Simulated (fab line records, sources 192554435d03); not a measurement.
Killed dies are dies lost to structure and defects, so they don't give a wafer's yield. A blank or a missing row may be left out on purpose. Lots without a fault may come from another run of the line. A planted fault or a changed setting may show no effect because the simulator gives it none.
Chamber matching | flow n5_finfet | N5_BEOL_M9_PECVD_70 on pecvd-01: 3 sister chambers
The step deposits SiO2 from TEOS/O2, target thk 20 nm, time 22.7 s. 16 wafers are shown with their chamber, then 8 later ones without.

WAFERS WITH THEIR CHAMBER
wafer  | chamber | throttle_valve_pct (%) | showerhead_plenum_p_Torr (Torr) | heater_power_w (W)
L255.3 | 1       | 21.8                   | 8.93                            | 861
L255.4 | 2       | 24.1                   | 8.81                            | 858
L255.5 | 0       | 22.1                   | 8.92                            | 696
L256.3 | 1       | 22.1                   | 8.90                            | 849
L256.4 | 1       | 22.2                   | 8.91                            | 875
L256.5 | 2       | 24.2                   | 8.81                            | 853
L258.1 | 1       | 22.0                   | 8.93                            | 900
L258.3 | 0       | 22.5                   | 8.92                            | 602
L258.4 | 1       | 22.0                   | 8.91                            | 884
L261.2 | 0       | 22.1                   | 8.92                            | 698
L261.4 | 2       | 24.3                   | 8.81                            | 1031
L261.5 | 0       | 22.4                   | 8.94                            | 677
L262.2 | 2       | 24.0                   | 8.82                            | 959
L262.4 | 1       | 22.1                   | 8.92                            | 832
L262.5 | 1       | 21.9                   | 8.93                            | 818
L260.1 | 2       | 24.4                   | 8.79                            | 996

SIGNATURES (means of the wafers above)
reading                  | chamber 0 | chamber 1 | chamber 2 | scatter within a chamber
throttle_valve_pct       | 22.275    | 22.014    | 24.200    | 0.161
showerhead_plenum_p_Torr | 8.9250    | 8.9186    | 8.8080    | 0.0113
heater_power_w           | 668.25    | 859.86    | 939.40    | 53.5
Rule: a wafer's distance from a chamber is the root of the sum, over the readings, of the square of ((its reading less the chamber's mean) divided by the reading's scatter). The wafer belongs to the nearest chamber; if the next one is less than 2 further off, it can't be placed. The scatter: the root of (the sum of the squares of (reading less its chamber's mean) over the shown wafers, divided by (wafers less chambers)).

WAFERS WITHOUT THEIR CHAMBER
wafer  | throttle_valve_pct (%) | showerhead_plenum_p_Torr (Torr) | heater_power_w (W)
L260.4 | 24.2                   | 8.81                            | 970
L260.6 | 22.4                   | 8.92                            | 690
L271.1 | 22.5                   | 8.93                            | 668
L271.3 | 24.2                   | 8.79                            | 960
L271.5 | 22.3                   | 8.93                            | 854
L275.2 | 22.5                   | 8.92                            | 734
L275.3 | 22.2                   | 8.89                            | 902
L275.4 | 22.0                   | 8.91                            | 928

WHICH CHAMBER EACH WENT THROUGH
wafer  | from the rows above     | in truth
L260.4 | 2                       | 2
L260.6 | 0                       | 0
L271.1 | 0                       | 0
L271.3 | 2                       | 2
L271.5 | can't be placed: 1 or 0 | 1
L275.2 | can't be placed: 0 or 1 | 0
L275.3 | 1                       | 1
L275.4 | 1                       | 1
Placed correctly: 6 of 8. Can't be placed from these rows: 2 (the true chamber is among the candidates in 2). Placed wrongly: 0.
